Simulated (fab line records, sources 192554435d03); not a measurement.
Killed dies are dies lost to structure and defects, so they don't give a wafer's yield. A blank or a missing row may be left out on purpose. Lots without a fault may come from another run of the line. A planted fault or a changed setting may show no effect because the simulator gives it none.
A struck lot beside a sound one | flow n5_finfet | 14 steps out of a route of 1938
Sound: wafers L525.1, L525.4, L525.6. Struck: wafers L527.1, L527.2, L527.5. The cause comes at the end.
At each step with rows: each side's tool, then ch and its chambers, then its first start. Under that, the readings that differ: sound wafers | struck wafers | difference of the means | sigmas: that difference in standard deviations of wafers without a fault.
alike: readings whose means differ by less than 2 such deviations, and words and numbers that are the same on both sides. not compared: withheld readings, readings that some wafer has no value for, bounds like >300 that may hide the same value, and numbers for which the record gives no deviation and whose values overlap.
The two part at a step that has a row with sigmas, a row that says differs or no value, or rows on one side only. Numbers that don't overlap but have no deviation are shown without sigmas and don't part them. A reading that every wafer of one side lacks parts them only if that side has two wafers or more.

N5_BEOL_M1_INSPECT_59: inspects for defects (darkfield).
  sound on defect_inspect-02, day 8 21:07; struck on defect_inspect-02, day 9 14:55
  alike: raw_defect_count
N5_BEOL_M2_ILD_DEP_00: deposits SiOC from DEMS/O2, target thk 79 nm, time 15.3 s.
  sound on pecvd-02 ch 1,2, day 8 21:09; struck on pecvd-04 ch 0,1, day 9 14:57
  reading                         | sound             | struck            | difference | sigmas
  showerhead_plenum_p_Torr (Torr) | 5.664 5.684 5.688 | 5.719 5.715 5.702 | +0.033     | +2
  alike: heater_power_w, throttle_valve_pct
N5_BEOL_M2_THK_MEAS_01:
  sound on film_metro-02, day 8 21:13; struck on film_metro-01, day 9 15:02
  alike: M2_ILD_THK
N5_BEOL_M2_PECVD_72: deposits SiO2 from TEOS/O2, target thk 16 nm, time 18 s.
  sound on pecvd-04 ch 0,1, day 8 21:15; struck on pecvd-04 ch 0,1, day 9 15:04
  alike: heater_power_w, showerhead_plenum_p_Torr, throttle_valve_pct
N5_BEOL_M2_HM_DEP_02: deposits TiN, target thk 20 nm.
  sound on pvd_sputter-02, day 8 21:29; struck on pvd_sputter-01, day 9 15:54
  alike: throttle_valve_pct
then, 7 steps without rows for these wafers: N5_BEOL_M2_COAT_61 (time 60 s, resist thk 60 nm); N5_BEOL_M2_COAT_62 (time 60 s, resist thk 12 nm); N5_BEOL_M2_COAT_73 (time 60 s, resist thk 5 nm); N5_BEOL_M2_COAT_05 (resist thk 30 nm); N5_BEOL_M2_EBR_07; N5_BEOL_M2_SOFTBAKE_06 (time 60 s); N5_BEOL_M2_EXPOSE_08 (exposes mask M2).
N5_BEOL_M2_PEB_09: peb time 60 s.
  sound on litho_track-05 ch 0, day 8 21:56; struck on litho_track-05, day 9 16:22
  no value came back on the struck wafers for chill_plate_temp_C (C), exhaust_pa (Pa), plate_temp_C (C), resist_line_temp_C (C); on the sound wafers chill_plate_temp_C (C) reads 22.95 23.02 22.91
then, 1 step without rows for these wafers: N5_BEOL_M2_DEVELOP_10 (develop time 30 s).

WHERE THEY PART
First at N5_BEOL_M2_ILD_DEP_00; last, within this record, at N5_BEOL_M2_PEB_09.

WHY: what the simulator had put in
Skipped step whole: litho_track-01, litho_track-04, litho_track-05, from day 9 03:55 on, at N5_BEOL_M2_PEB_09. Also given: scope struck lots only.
